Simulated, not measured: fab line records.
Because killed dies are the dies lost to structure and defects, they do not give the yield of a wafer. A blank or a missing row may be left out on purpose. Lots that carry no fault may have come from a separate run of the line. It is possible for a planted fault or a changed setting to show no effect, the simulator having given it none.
A struck lot beside a sound one -- flow nand_harc -- 14 steps out of a route of 1302
Sound: the wafers L413.1, L413.3, L413.6. The struck wafers were L419.1, L419.2, L419.4. At the end, the cause is stated.
Each step with rows lists, per side, the tool, then ch with its chambers, then its first start. Under that, the readings that differ: sound wafers -- struck wafers -- difference of the means -- sigmas: that difference in standard deviations of wafers without a fault.
alike: words and numbers the same on both sides, and readings whose means are apart by under 2 such deviations; not compared: readings that were withheld, readings missing a value for some wafer, numbers with overlapping values and no deviation given by the record, and bounds like >300 which may hide the same value.
A row with sigmas, a row that says differs or no value, or rows on one side alone: a step with any of these is where the two part. When numbers do not overlap yet have no deviation, they are printed without sigmas and do not part them. Lack of a reading on every wafer of one side parts them only where that side has two or more wafers.

first, 7 steps without rows for these wafers: NHARC_P_ZERO_WELL_HMDS_30 (time 30 s); NHARC_P_ZERO_WELL_COAT_31; NHARC_P_ZERO_WELL_SOFTBAKE_32 (time 95 s); NHARC_P_ZERO_WELL_EBR_33; NHARC_P_ZERO_WELL_EXPOSE_34 (exposes mask P PWELL, target cd 720 nm); NHARC_P_ZERO_WELL_PEB_35 (peb time 85 s); NHARC_P_ZERO_WELL_DEVELOP_36 (time 70 s).
NHARC_P_ZERO_WELL_CD_MEAS_37: the cd target is 720 nm.
  sound on cd_sem-02 ch 0, day 5 08:08; struck on cd_sem-02 ch 0, day 7 20:10
  alike: cd_nm
then, 1 step without rows for these wafers: NHARC_P_ZERO_WELL_HARDBAKE_38 (time 80 s).
NHARC_P_ZERO_WELL_DESCUM_39: chemistry O2, time 3 s.
  sound on rie_diel-09 ch 0,2,3, day 5 08:18; struck on rie_diel-09 ch 0,2, day 7 20:19
  alike: drypump_motor_current_A, oes_product_au, rf_vpp_V, showerhead_plenum_p_Torr, throttle_valve_pct
  not compared: rf_hours_counter_h
then, 2 steps without rows for these wafers: NHARC_P_ZERO_WELL_IMPLANT_40; NHARC_P_ZERO_WELL_IMPLANT_59.
NHARC_P_ZERO_WELL_IMPLANT_60:
  struck on implanter-02, day 7 20:51; sound on implanter-01 ch 0, day 5 08:50
  no value came back on the struck wafers for beam_energy_keV, beam_on_s (s), tilt_deg (degrees); on the sound wafers beam_energy_keV reads 30.008 29.994 30.012
then, 1 step without rows for these wafers: NHARC_P_ZERO_WELL_STRIP_41 (strips in SPM, time 840 s).

## WHERE THEY PART
Only at NHARC_P_ZERO_WELL_IMPLANT_60, within this record.

WHY: what the simulator had put in
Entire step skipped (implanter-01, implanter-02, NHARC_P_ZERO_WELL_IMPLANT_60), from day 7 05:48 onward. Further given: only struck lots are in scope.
